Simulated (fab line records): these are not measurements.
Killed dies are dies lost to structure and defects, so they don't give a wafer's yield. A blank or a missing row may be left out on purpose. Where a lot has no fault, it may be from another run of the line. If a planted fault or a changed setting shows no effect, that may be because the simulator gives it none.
fab line records -- flow nandHarc
record: lots: 15, wafers: 42, lastDay: 32
route steps=1302 shown A_CONTACT@1089 END@1302
lots that met no fault: taken from a fault-free run of the same line
startH: hours from the record's opening day to when the first of the lot's shown wafers began -- waitH: how many hours have passed since the lot's step before this one -- " repeats the value in the row above -- L1.1+2: one row covering several wafers at once -- - no value, or no start was given -- * or withheld: withheld -- < > ~ a bound
route shown NAME@n: a module of which the file shows steps, and the number in the route of the first -- usual: average and standard deviation across the fault-free wafers -- same: alike in all rows -- chamber/n: place in a boat -- sites: each site's reading -- _std_site: the values' standard deviation -- _edge_site: mean of outer sites minus mean of inner sites -- radiusMm: how far each site lies from the wafer's centre -- mask NAME#n: copy n -- behind: the last tool/chamber to shape the wafer -- hold: cause of the lot's hold/its duration in hours/its outcome -- device: transistor that didn't switch, given as n, p or np -- end of line: the route-end tests of the same wafers -- a step given without rows: its recipe and nothing more -- killed: not the wafer's yield, but the dies lost to structure and defects at the first sort -- map: dies across one wafer; x = killed, . = not, _ = none there
set.NAME: the setting that was run; set.NAME@STEP: the one run at that earlier step -- model.NAME: the simulator's own value behind a step, which no gauge read
steps of the route over a sample of lots; a table a step, a row a wafer
services: a tool's chamber out of use, with start hour (startH, from the record's first day; less than 0 if before it), hours out, and reason
== steps ==
step: NHARC_A_CONTACT_ETCH_137
recipe: sourceW: withheld, pressureMtorr: 20, biasV: 1200, timeS: 311, targetDepthA: 19120, arFlowSccm: withheld, c4f8FlowSccm: withheld, o2FlowSccm: withheld, chemistry: C4F8/O2/Ar
usual: chamberPressureMTorr: 20.001/0.017
lot.wafer,tool,chamber,startH,waitH,chamberPressureMTorr,rfHoursCounterH
L655.1,harCapEtch-02,1,521.60,0.2,19.979,89
L655.5,harCapEtch-02,1,521.60,0.2,20.019,-
L655.6,harCapEtch-02,0,521.60,0.2,20.000,-
L654.2,harCapEtch-03,0,526.05,0.2,19.987,44
L654.4,harCapEtch-03,0,526.05,0.2,20.002,-
L654.6,harCapEtch-03,1,526.05,0.2,19.966,-
L657.2,harCapEtch-01,0,535.60,0.2,20.009,4
L657.4,harCapEtch-01,0,535.60,0.2,20.007,-
L657.3,harCapEtch-01,1,535.60,0.2,20.033,-
L658.2,harCapEtch-03,1,566.46,0.2,20.003,49
L658.1,harCapEtch-03,0,566.46,0.2,19.989,49
L658.6,harCapEtch-03,1,566.46,0.2,20.018,-
L660.1,harCapEtch-01,0,581.37,0.2,19.987,10
L660.2,harCapEtch-01,1,581.37,0.2,20.003,10
L660.4,harCapEtch-01,1,581.37,0.2,19.993,-
L661.1,harCapEtch-03,1,596.84,0.2,20.008,56
L661.6,harCapEtch-03,0,596.84,0.2,19.991,-
L661.5,harCapEtch-03,1,596.84,0.2,20.024,-
L662.1,harCapEtch-03,1,605.16,0.2,19.982,60
L662.4,harCapEtch-03,0,605.16,0.2,20.012,-
L662.5,harCapEtch-03,0,605.16,0.2,19.991,-
L666.2,harCapEtch-02,0,612.76,0.2,19.983,107
L666.4,harCapEtch-02,1,612.76,0.2,19.971,-
L666.6,harCapEtch-02,0,612.76,0.2,19.981,-
L665.1,harCapEtch-03,1,616.18,0.2,19.999,63
L665.4,harCapEtch-03,0,616.18,0.2,19.994,-
L665.6,harCapEtch-03,0,616.18,0.2,19.980,-
L663.2,harCapEtch-02,1,618.57,0.2,20.031,108
L663.4,harCapEtch-02,0,618.57,0.2,20.020,-
L663.3,harCapEtch-02,1,618.57,0.2,20.035,-
L667.1,harCapEtch-02,1,644.67,0.2,20.008,111
L667.2,harCapEtch-02,0,644.67,0.2,19.989,111
L667.3,harCapEtch-02,0,644.67,0.2,19.995,-
L669.3,harCapEtch-01,0,645.25,0.2,20.006,-
L669.4,harCapEtch-01,1,645.25,0.2,19.986,-
L669.6,harCapEtch-01,0,645.25,0.2,20.015,-
L670.3,harCapEtch-03,0,676.23,0.2,19.983,-
L670.6,harCapEtch-03,1,676.23,0.2,20.011,-
L671.4,harCapEtch-01,1,697.36,0.2,20.004,-
L671.5,harCapEtch-01,0,697.36,0.2,20.008,-
L673.4,harCapEtch-03,1,701.39,0.2,20.010,-
L673.6,harCapEtch-03,0,701.39,0.2,19.979,-
step: NHARC_A_CONTACT_CD_MEAS_15
usual: cdNm: 190.0/0.59
lot.wafer,tool,chamber,startH,waitH,cdNm
L655.1,cdSem-01,-,522.93,-,190.9
L655.5,cdSem-01,-,522.93,-,189.5
L655.6,cdSem-01,-,522.93,-,189.8
L654.2,cdSem-02,-,527.37,-,190.5
L654.4,cdSem-02,-,527.37,-,190.3
L654.6,cdSem-02,-,527.37,-,190.1
L657.2,cdSem-02,-,536.92,-,188.9
L657.3,cdSem-02,-,536.92,-,188.7
L657.4,cdSem-02,-,536.92,-,189.0
L658.1,cdSem-02,-,567.78,-,189.9
L658.2,cdSem-02,-,567.78,-,189.9
L658.6,cdSem-02,-,567.78,-,189.4
L660.1,cdSem-03,-,582.73,-,190.4
L660.2,cdSem-03,-,582.73,-,190.2
L660.4,cdSem-03,-,582.73,-,191.0
L661.1,cdSem-03,-,598.11,-,191.1
L661.5,cdSem-03,-,598.11,-,190.5
L661.6,cdSem-03,-,598.11,-,190.7
L662.1,cdSem-03,-,606.43,-,189.3
L662.4,cdSem-03,-,606.43,-,188.9
L662.5,cdSem-03,-,606.43,-,189.2
L666.2,cdSem-03,-,614.08,-,189.2
L666.4,cdSem-03,-,614.08,-,189.8
L666.6,cdSem-03,-,614.08,-,189.7
L665.1,cdSem-03,-,617.50,-,190.0
L665.4,cdSem-03,-,617.50,-,190.1
L665.6,cdSem-03,-,617.50,-,190.3
L663.2,cdSem-01,-,619.85,-,189.9
L663.3,cdSem-01,-,619.85,-,189.5
L663.4,cdSem-01,-,619.85,-,189.3
L667.1,cdSem-02,-,645.99,-,190.0
L667.2,cdSem-02,-,645.99,-,190.1
L667.3,cdSem-02,-,645.99,-,190.4
L669.3,cdSem-03,-,646.48,-,191.2
L669.4,cdSem-03,-,646.48,-,190.3
L669.6,cdSem-03,-,646.48,-,190.4
L670.3,cdSem-01,-,677.42,-,190.3
L670.6,cdSem-01,-,677.42,-,190.2
L671.4,cdSem-02,-,698.54,-,190.0
L671.5,cdSem-02,-,698.54,-,190.9
L673.4,cdSem-01,-,702.58,-,188.6
L673.6,cdSem-01,-,702.58,-,188.8
step: NHARC_A_CONTACT_ALD_18
recipe: targetThkA: 30, pulseTimeS: 1, aldCycles: 150, tempC: 450, material: TiN
usual: aldCycles: 150/0, heaterPowerW: 1057/97, precursorPulseHeightRel: 0.998/0.017
lot.wafer,tool,chamber,startH,waitH,aldCycles,heaterPowerW,precursorPulseHeightRel
L655.1,aldMetal-01,2,523.89,-,150,1133,1.017
L655.5,aldMetal-01,1,523.89,-,150,1029,1.022
L655.6,aldMetal-01,2,523.89,-,150,1102,0.973
L654.4,aldMetal-02,1,528.79,-,150,1017,0.976
L654.2,aldMetal-02,0,528.79,-,150,1141,1.031
L654.6,aldMetal-02,1,528.79,-,150,1031,0.984
L657.4,aldMetal-01,0,537.92,-,150,1112,0.967
L657.3,aldMetal-01,1,537.92,-,150,1055,1.009
L657.2,aldMetal-01,3,537.92,-,150,933,1.015
L658.1,aldMetal-02,1,568.74,-,150,1000,0.997
L658.2,aldMetal-02,3,568.74,-,150,1024,1.021
L658.6,aldMetal-02,1,568.74,-,150,1028,1.004
L660.1,aldMetal-02,3,584.46,-,150,1017,0.998
L660.2,aldMetal-02,1,584.46,-,150,1034,0.978
L660.4,aldMetal-02,2,584.46,-,150,1000,0.994
L661.1,aldMetal-04,2,599.32,-,150,1152,1.030
L661.6,aldMetal-04,3,599.32,-,150,874,1.007
L661.5,aldMetal-04,0,599.32,-,150,1185,0.965
L662.1,aldMetal-01,0,607.45,-,150,1152,1.005
L662.4,aldMetal-01,1,607.45,-,150,1048,0.963
L662.5,aldMetal-01,0,607.45,-,150,1180,0.988
L666.2,aldMetal-01,0,615.04,-,150,1148,1.001
L666.4,aldMetal-01,1,615.04,-,150,1048,0.981
L666.6,aldMetal-01,0,615.04,-,150,1189,0.974
L665.4,aldMetal-01,0,618.44,-,150,1180,1.005
L665.1,aldMetal-01,2,618.44,-,150,1132,0.990
L665.6,aldMetal-01,0,618.44,-,150,1204,0.997
L663.3,aldMetal-02,3,620.80,-,150,1059,1.022
L663.4,aldMetal-02,1,620.80,-,150,1024,1.045
L663.2,aldMetal-02,2,620.80,-,150,1019,1.009
L667.2,aldMetal-02,2,646.93,-,150,988,0.988
L667.1,aldMetal-02,3,646.93,-,150,1054,0.979
L667.3,aldMetal-02,0,646.93,-,150,1123,0.990
L669.4,aldMetal-04,0,647.44,-,150,1163,0.992
L669.3,aldMetal-04,1,647.44,-,150,935,0.949
L669.6,aldMetal-04,3,647.44,-,150,894,1.010
L670.3,aldMetal-02,0,678.38,-,134,1121,1.008
L670.6,aldMetal-02,3,678.38,-,150,1045,1.005
L671.4,aldMetal-02,0,699.47,-,134,1135,0.987
L671.5,aldMetal-02,1,699.47,-,150,1052,0.999
L673.4,aldMetal-02,2,706.46,-,134,1001,0.979
L673.6,aldMetal-02,0,706.46,-,150,1129,0.994
step: NHARC_A_CONTACT_CVD_19
recipe: targetThkA: 3000, tempC: 300, pressureTorr: 40, wf6FlowSccm: 40, h2FlowSccm: 1600, arFlowSccm: 1560, timeS: 802, material: W
usual: heaterPowerW: 455/25, throttleValvePct: 8.05/0.29
lot.wafer,tool,chamber,startH,waitH,heaterPowerW,throttleValvePct
L655.1,cvdW-01,0,-,-,487,8.37
L655.5,cvdW-01,1,-,-,454,8.10
L655.6,cvdW-01,0,-,-,478,8.36
L654.2,cvdW-01,0,-,-,480,8.25
L654.4,cvdW-01,0,-,-,492,8.41
L654.6,cvdW-01,1,-,-,465,8.13
L657.2,cvdW-02,1,-,-,471,8.35
L657.3,cvdW-02,1,-,-,471,8.63
L657.4,cvdW-02,0,-,-,427,7.88
L658.2,cvdW-02,0,-,-,427,7.95
L658.1,cvdW-02,1,-,-,473,8.48
L658.6,cvdW-02,1,-,-,470,8.38
L660.2,cvdW-02,0,-,-,435,8.13
L660.1,cvdW-02,1,-,-,467,8.50
L660.4,cvdW-02,1,-,-,482,8.29
L661.1,cvdW-02,0,-,-,426,8.16
L661.5,cvdW-02,1,-,-,484,8.36
L661.6,cvdW-02,0,-,-,431,8.10
L662.1,cvdW-02,1,-,-,466,8.22
L662.4,cvdW-02,1,-,-,478,8.40
L662.5,cvdW-02,0,-,-,427,8.05
L666.2,cvdW-02,1,-,-,481,8.36
L666.4,cvdW-02,0,-,-,424,7.83
L666.6,cvdW-02,1,-,-,483,8.52
L665.1,cvdW-02,0,-,-,421,7.97
L665.4,cvdW-02,1,-,-,469,8.57
L665.6,cvdW-02,1,-,-,475,8.35
L663.2,cvdW-01,1,-,-,447,7.69
L663.3,cvdW-01,1,-,-,464,7.78
L663.4,cvdW-01,0,-,-,474,8.26
L667.2,cvdW-02,0,-,-,412,7.63
L667.1,cvdW-02,1,-,-,476,7.91
L667.3,cvdW-02,0,-,-,406,7.46
L669.4,cvdW-01,0,-,-,471,8.12
L669.3,cvdW-01,1,-,-,456,7.58
L669.6,cvdW-01,0,-,-,467,8.33
L670.3,cvdW-02,0,-,-,417,7.77
L670.6,cvdW-02,0,-,-,402,7.69
L671.4,cvdW-01,1,-,-,470,7.59
L671.5,cvdW-01,1,-,-,459,7.63
L673.4,cvdW-02,0,-,-,421,7.87
L673.6,cvdW-02,1,-,-,474,8.04
step: NHARC_END_SORT_01
recipe: tempC: 25
usual: killedAtArray: 56/19, killedAtOther: 1.0/1.5, killedAtPeriphery: 3.4/2.4, killedDies: 60/19, killedOpen: 3.3/1.8, killedShort: 2.4/1.7
same: grossDies: 677
lot.wafer,tool,chamber,startH,waitH,killedAtArray,killedAtOther,killedAtPeriphery,killedDies,killedOpen,killedShort
L657.2,prober-01,0,582.43,2.8,33,1,3,37,1,4
L657.3,prober-01,0,583.22,3.1,35,2,4,41,4,0
L657.4,prober-01,0,584.00,3.4,42,2,5,49,6,2
L661.1,prober-02,0,644.98,2.5,88,0,7,95,2,2
L661.5,prober-02,0,648.16,3.7,94,0,3,97,1,3
L661.6,prober-02,0,648.96,4.0,89,0,8,97,4,5
L665.1,prober-02,0,667.49,2.5,71,0,2,73,4,1
L665.4,prober-02,0,669.89,3.4,70,0,0,70,1,2
L665.6,prober-02,0,671.48,4.0,80,0,0,80,5,2
L663.2,prober-01,0,669.08,2.8,36,1,3,40,3,3
L663.3,prober-01,0,669.89,3.1,58,3,4,65,4,4
L663.4,prober-01,0,670.70,3.4,38,0,8,46,6,1
L670.3,prober-01,0,725.48,3.1,43,4,5,52,1,5
L671.4,prober-02,0,749.54,3.4,51,2,1,54,1,1
killed by level:class
L657.2 A_SLIT:chamberFilmFlake=17 A_CHANNEL_HOLE_D2:chamberFilmFlake=7 A_CHANNEL_FILL_D1:chamberFilmFlake=3 P_M0:geometricParticle:short=2 A_STAIRCASE:chamberFilmFlake=2 P_M0:geometricParticle:open=1 A_CHANNEL_FILL_D2:geometricParticle:short=1 A_WL_FILL:geometricParticle:short=1
L657.3 A_SLIT:chamberFilmFlake=21 A_CHANNEL_HOLE_D2:chamberFilmFlake=8 A_STAIRCASE:chamberFilmFlake=4 P_CONTACT:geometricParticle:open=2 A_CHANNEL_HOLE_D1:chamberFilmFlake=2 P_M0:geometricParticle:open=1 STARTING-WAFER:geometricParticle:open=1 P_ZERO_WELL:chamberFilmFlake=1
L657.4 A_SLIT:chamberFilmFlake=20 A_CHANNEL_HOLE_D2:chamberFilmFlake=7 P_GATE:chamberFilmFlake=3 A_ZERO_WELL:chamberFilmFlake=2 A_CHANNEL_HOLE_D1:chamberFilmFlake=2 A_CHANNEL_FILL_D1:chamberFilmFlake=2 A_CONTACT:chamberFilmFlake=2 THIN_TSV:chamberFilmFlake=2
L661.1 A_CHANNEL_HOLE_D2:chamberFilmFlake=33 A_CHANNEL_HOLE_D1:chamberFilmFlake=28 A_SLIT:chamberFilmFlake=19 P_ZERO_WELL:chamberFilmFlake=3 A_ONON_D1:geometricParticle:short=2 P_GATE:chamberFilmFlake=2 A_STAIRCASE:chamberFilmFlake=2 P_CONTACT:geometricParticle:open=1
L661.5 A_CHANNEL_HOLE_D1:chamberFilmFlake=33 A_CHANNEL_HOLE_D2:chamberFilmFlake=31 A_SLIT:chamberFilmFlake=24 A_WL_FILL:geometricParticle:short=2 P_GATE:chamberFilmFlake=2 A_ONON_D1:geometricParticle:short=1 A_WL_FILL:geometricParticle:open=1 P_ZERO_WELL:chamberFilmFlake=1
L661.6 A_CHANNEL_HOLE_D2:chamberFilmFlake=31 A_CHANNEL_HOLE_D1:chamberFilmFlake=24 A_SLIT:chamberFilmFlake=24 P_GATE:chamberFilmFlake=4 P_CONTACT:geometricParticle:short=2 A_STAIRCASE:chamberFilmFlake=2 P_M0:geometricParticle:open=1 A_ONON_D1:geometricParticle:short=1
L665.1 A_CHANNEL_HOLE_D1:chamberFilmFlake=30 A_SLIT:chamberFilmFlake=22 A_DECK1_JOINT:chamberFilmFlake=5 A_BLC:chamberFilmFlake=4 A_CHANNEL_HOLE_D2:chamberFilmFlake=2 A_STAIRCASE:chamberFilmFlake=2 P_GATE:geometricParticle:open=1 P_M2:geometricParticle:open=1
L663.2 A_SLIT:chamberFilmFlake=19 A_CONTACT:chamberFilmFlake=4 A_STAIRCASE:chamberFilmFlake=3 P_GATE:chamberFilmFlake=2 A_CHANNEL_HOLE_D2:chamberFilmFlake=2 A_CHANNEL_HOLE_D1:chamberFilmFlake=2 P_M0:geometricParticle:short=1 A_ONON_D1:geometricParticle:short=1
L665.4 A_CHANNEL_HOLE_D1:chamberFilmFlake=35 A_SLIT:chamberFilmFlake=25 A_CHANNEL_HOLE_D1:geometricParticle:short=2 A_CONTACT:chamberFilmFlake=2 A_BLC:chamberFilmFlake=2 A_ONON_D1:geometricParticle:open=1 A_CHANNEL_FILL_D1:chamberFilmFlake=1 A_CHANNEL_FILL_D2:chamberFilmFlake=1
L663.3 A_SLIT:chamberFilmFlake=23 A_CHANNEL_HOLE_D2:chamberFilmFlake=13 A_STAIRCASE:chamberFilmFlake=7 P_GATE:chamberFilmFlake=3 A_CHANNEL_HOLE_D1:chamberFilmFlake=3 A_CONTACT:chamberFilmFlake=3 THIN_TSV:chamberFilmFlake=3 A_WL_FILL:geometricParticle:short=2
L663.4 A_SLIT:chamberFilmFlake=21 A_CHANNEL_HOLE_D2:chamberFilmFlake=5 A_CHANNEL_HOLE_D1:chamberFilmFlake=4 P_GATE:geometricParticle:open=2 P_M0:geometricParticle:open=2 P_STI:chamberFilmFlake=2 A_STAIRCASE:chamberFilmFlake=2 A_ONON_D1:geometricParticle:open=1
L665.6 A_CHANNEL_HOLE_D1:chamberFilmFlake=35 A_SLIT:chamberFilmFlake=23 A_STAIRCASE:chamberFilmFlake=4 A_BLC:chamberFilmFlake=4 A_CHANNEL_FILL_D2:geometricParticle:open=3 A_CONTACT:chamberFilmFlake=3 A_ONON_D2:geometricParticle:open=2 A_CHANNEL_FILL_D2:chamberFilmFlake=2
L670.3 A_SLIT:chamberFilmFlake=22 A_CHANNEL_HOLE_D1:chamberFilmFlake=6 THIN_TSV:chamberFilmFlake=4 A_CONTACT:chamberFilmFlake=4 P_BONDPAD:chamberFilmFlake=3 A_ONON_D1:geometricParticle:short=2 A_DECK1_JOINT:chamberFilmFlake=2 A_SOURCE_PLATE:geometricParticle:short=1
L671.4 A_SLIT:chamberFilmFlake=27 A_CHANNEL_HOLE_D1:chamberFilmFlake=13 A_M0:chamberFilmFlake=3 A_CHANNEL_FILL_D1:chamberFilmFlake=2 A_CONTACT:chamberFilmFlake=2 THIN_TSV:chamberFilmFlake=2 A_ONON_D2:geometricParticle:open=1 A_CHANNEL_FILL_D2:geometricParticle:short=1
== services ==
tool,chamber,startH,hours,kind
cvdW-01,-,504.87,1.0,repair
aldMetal-01,-,526.00,10.0,pm
aldMetal-04,3,536.32,6.2,repair
cvdW-01,-,547.00,13.0,pm
aldMetal-02,0,549.36,11.5,repair
aldMetal-04,-,556.47,0.6,repair
aldMetal-02,-,610.10,10.0,pm
aldMetal-02,0,610.10,10.0,ventCycle
aldMetal-02,1,610.10,10.0,ventCycle
aldMetal-02,2,610.10,10.0,ventCycle
aldMetal-02,3,610.10,10.0,ventCycle
cvdW-02,-,631.10,13.0,pm
cvdW-02,0,631.10,13.0,ventCycle
cvdW-02,1,631.10,13.0,ventCycle
cvdW-02,0,644.10,-,clean
cvdW-02,1,644.10,-,clean
aldMetal-04,-,652.12,10.0,pm
cvdW-01,0,664.89,7.7,repair
cvdW-01,0,678.50,75.9,repair
aldMetal-02,-,678.89,2.3,repair
aldMetal-01,-,684.33,1.0,repair
aldMetal-01,0,691.91,46.5,repair
harCapEtch-03,-,703.36,0.9,repair
aldMetal-01,-,704.00,10.0,pm
== key ==
firstSign: step: NHARC_A_CONTACT_ALD_18, reading: aldCycles, direction: down, sigmas: 99+, usual: 150, struck: 134
effect none on later readings
metAt NHARC_A_CONTACT_ALD_18
struckLots L670,L671,L673
struckWafers L670.3,L671.4,L673.4
sortLeftOut L673.4
testerLeftOut L670,L671,L673
notActingAt NHARC_A_CONTACT_ETCH_137,NHARC_A_CONTACT_CD_MEAS_15,NHARC_A_CONTACT_CVD_19
onsetBetween 646.93 678.38
fault: kind: processParameterDrift, tool: aldMetal-02, chamber: -, onsetH: 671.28, steps: NHARC_A_CONTACT_ALD_18, channel: aldCycles, offset: -16, shape: step, endH: 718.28, scope: struckWafersOnly, actsIn: theseRecipesOnly, stated: 150
testerLeftOut: of these lots the tester's yield and bins aren't shown, on N5 and GAA mostly nor the transistor test; their killed dies are dies lost to structure and defects alone, not to doping, threshold or leakage, so they don't give the yield
sortLeftOut: the simulated sort isn't trusted on such a fault, so these wafers' sort isn't shown, and their yield isn't known
